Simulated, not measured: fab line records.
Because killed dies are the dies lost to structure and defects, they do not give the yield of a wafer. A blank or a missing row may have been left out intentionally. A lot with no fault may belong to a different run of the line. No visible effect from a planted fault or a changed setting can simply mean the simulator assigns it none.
Split-lot study + flow n5_finfet + 7 lots, 39 wafers read, on a route of 1938 steps

## ON THE SPLIT
At N5_FIN_SAQP_HM_DEP_03 (deposits SiNx from SiH4/NH3/N2, target thk 38 nm, time 33.6 s), the setting time_s was moved away from the recipe's 33.6 s on 12 of the 39 wafers read, by -59.2% to +43.7%. The other wafers ran this setting at the recipe's value.

## FROM THE SPLIT TO THE READING: what the file shows between them, 8 steps
- N5_FIN_SAQP_THK_MEAS_05
- N5_FIN_SAQP_PECVD_47: deposits a-Si from SiH4/He, target thk 45 nm, time 36.3 s
- N5_FIN_SAQP_PECVD_48: deposits SiNx from SiH4/NH3/N2, target thk 25 nm, time 22.1 s
- N5_FIN_SAQP_MANDREL2_REMOVE_60: chemistry HBr/Cl2/O2, target a-Si, stops on SiNx, bt time 10 s
- N5_FIN_SAQP_HM_OPEN_33: chemistry CH3F/O2, target SiNx, target depth 49.4 nm, time 70.6 s
- N5_FIN_SAQP_ETCH_34: etches SiO2 in C4F6/O2, target depth 45 nm, time 15 s
- N5_FIN_SAQP_STRIP_77: strips in N2/H2, time 90 s
- N5_FIN_SAQP_ETCH_64: etches SiO2 in CF4, target depth 1.5 nm

## THE READING
SiNx_of_FIN_SAQP_HM_DEP_03.thk_nm (the simulator's own value, which no gauge read), in nm, at N5_FIN_SAQP_FIN_ETCH_36 (etches the open film in HBr/Cl2/O2, target depth 120 nm, time 50.4 s). There is no usual value for it anywhere in the file. Across the 27 wafers here that went through the recipe, the average is 21.0 nm and the standard deviation 0.63 nm.

| wafer  | tool, chamber at the split | time_s as run, s | against the recipe | SiNx_of_FIN_SAQP_HM_DEP_03.thk_nm, nm | against lot-mates on the recipe |
|--------|----------------------------|------------------|--------------------|---------------------------------------|---------------------------------|
| L077.1 | pecvd-02, 0                | 33.6             | recipe             | 20.2                                  | -                               |
| L077.2 | pecvd-02, 2                | 33.6             | recipe             | 20.2                                  | -                               |
| L077.3 | pecvd-02, 1                | 33.6             | recipe             | 21                                    | -                               |
| L077.4 | pecvd-02, 2                | 48.28            | +43.7%             | 37.8                                  | +17.3                           |
| L077.6 | pecvd-02, 1                | 48.28            | +43.7%             | 37.8                                  | +17.3                           |
| L077.5 | pecvd-02, 0                | 48.28            | +43.7%             | 38.2                                  | +17.7                           |
| L078.1 | pecvd-02, 2                | 20.36            | -39.4%             | 5.4                                   | -15.5                           |
| L078.2 | pecvd-02, 1                | 20.36            | -39.4%             | 5.2                                   | -15.7                           |
| L078.3 | pecvd-02, 0                | 33.6             | recipe             | 20.6                                  | -                               |
| L078.4 | pecvd-02, 0                | 33.6             | recipe             | 21                                    | -                               |
| L078.5 | pecvd-02, 2                | 20.36            | -39.4%             | 5.6                                   | -15.3                           |
| L078.6 | pecvd-02, 1                | 33.6             | recipe             | 21.2                                  | -                               |
| L079.1 | pecvd-03, 0                | 33.6             | recipe             | 20.8                                  | -                               |
| L079.2 | pecvd-03, 1                | 33.6             | recipe             | 20.8                                  | -                               |
| L079.3 | pecvd-03, 2                | 33.6             | recipe             | 21.6                                  | -                               |
| L079.4 | pecvd-03, 1                | 33.6             | recipe             | 21                                    | -                               |
| L079.5 | pecvd-03, 2                | 33.6             | recipe             | 21.2                                  | -                               |
| L079.6 | pecvd-03, 0                | 33.6             | recipe             | 21.2                                  | -                               |
| L088.1 | pecvd-01, 1                | 33.6             | recipe             | 20                                    | -                               |
| L088.2 | pecvd-01, 0                | 33.6             | recipe             | 20.4                                  | -                               |
| L088.3 | pecvd-01, 2                | 33.6             | recipe             | 20.6                                  | -                               |
| L088.4 | pecvd-01, 1                | 33.6             | recipe             | 21.4                                  | -                               |
| L088.5 | pecvd-01, 2                | 33.6             | recipe             | 22                                    | -                               |
| L088.6 | pecvd-01, 0                | 33.6             | recipe             | 21                                    | -                               |
| L089.2 | pecvd-03, 1                | 33.6             | recipe             | 21.6                                  | -                               |
| L089.3 | pecvd-03, 2                | 33.6             | recipe             | 21                                    | -                               |
| L089.4 | pecvd-03, 1                | 33.6             | recipe             | 23.2                                  | -                               |
| L090.1 | pecvd-02, 1                | 33.6             | recipe             | 20.6                                  | -                               |
| L090.3 | pecvd-02, 0                | 33.6             | recipe             | 20.6                                  | -                               |
| L090.2 | pecvd-02, 2                | 13.72            | -59.2%             | 0                                     | -20.8                           |
| L090.5 | pecvd-02, 0                | 13.72            | -59.2%             | 0                                     | -20.8                           |
| L090.6 | pecvd-02, 2                | 13.72            | -59.2%             | 0                                     | -20.8                           |
| L090.4 | pecvd-02, 1                | 33.6             | recipe             | 21.2                                  | -                               |
| L094.1 | pecvd-03, 2                | 33.6             | recipe             | 20.8                                  | -                               |
| L094.2 | pecvd-03, 1                | 16.95            | -49.6%             | 2.6                                   | -18.6                           |
| L094.3 | pecvd-03, 0                | 16.95            | -49.6%             | 3                                     | -18.2                           |
| L094.6 | pecvd-03, 2                | 16.95            | -49.6%             | 3                                     | -18.2                           |
| L094.4 | pecvd-03, 1                | 33.6             | recipe             | 21.2                                  | -                               |
| L094.5 | pecvd-03, 0                | 33.6             | recipe             | 21.6                                  | -                               |

FIT RESULTS
A straight line over all 39 wafers: SiNx_of_FIN_SAQP_HM_DEP_03.thk_nm changes by +0.372 nm for each +1% of time_s; r = +1.00; the points scatter about the line by 0.7 nm.
The same after taking each lot's own level away (the mean of its wafers on the recipe; 39 wafers): +0.375 nm for each +1%; r = +1.00; scatter 0.69 nm.
On that fit, the largest move of time_s shifts the reading by 22 nm.
The span of the lots' own levels, 20.47 to 21.93 nm, comes to 2.3 times the standard deviation stated above.
So the lot-to-lot level changes the slope little: the two slopes agree.
Check: with one of the wafers moved furthest among these (-59.2%) left out of the fit, the line predicts -22.2 nm for it against its lot-mates. It came out at -20.8 nm against them.

## THE WHOLE CHAIN: every reading that the file lists as answering this split, in the file's order
| step                    | what it does                                                         | reading                                                                            | change (the file's fit)               | r (the file's) |
|-------------------------|----------------------------------------------------------------------|------------------------------------------------------------------------------------|---------------------------------------|----------------|
| N5_FIN_SAQP_HM_DEP_03   | deposits SiNx from SiH4/NH3/N2, target thk 38 nm, time 33.6 s        | SiNx_of_FIN_SAQP_HM_DEP_03.thk_nm (the simulator's own value, which no gauge read) | +0.388 nm for each +1% of the setting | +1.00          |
| N5_FIN_SAQP_THK_MEAS_05 |                                                                      | thk_nm                                                                             | withheld for each +1% of the setting  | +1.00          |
| N5_FIN_SAQP_HM_OPEN_33  | chemistry CH3F/O2, target SiNx, target depth 49.4 nm, time 70.6 s    | etch_rf_on_time_s                                                                  | withheld for each +1% of the setting  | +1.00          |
| N5_FIN_SAQP_HM_OPEN_33  | chemistry CH3F/O2, target SiNx, target depth 49.4 nm, time 70.6 s    | etch.depth_nm (the simulator's own value, which no gauge read)                     | +0.389 nm for each +1% of the setting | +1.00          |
| N5_FIN_SAQP_FIN_ETCH_36 | etches the open film in HBr/Cl2/O2, target depth 120 nm, time 50.4 s | SiNx_of_FIN_SAQP_HM_DEP_03.thk_nm (the simulator's own value, which no gauge read) | +0.373 nm for each +1% of the setting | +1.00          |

## THE FILE'S OWN FIT
SiNx_of_FIN_SAQP_HM_DEP_03.thk_nm changes by +0.373 nm for each +1% of time_s, r = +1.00.
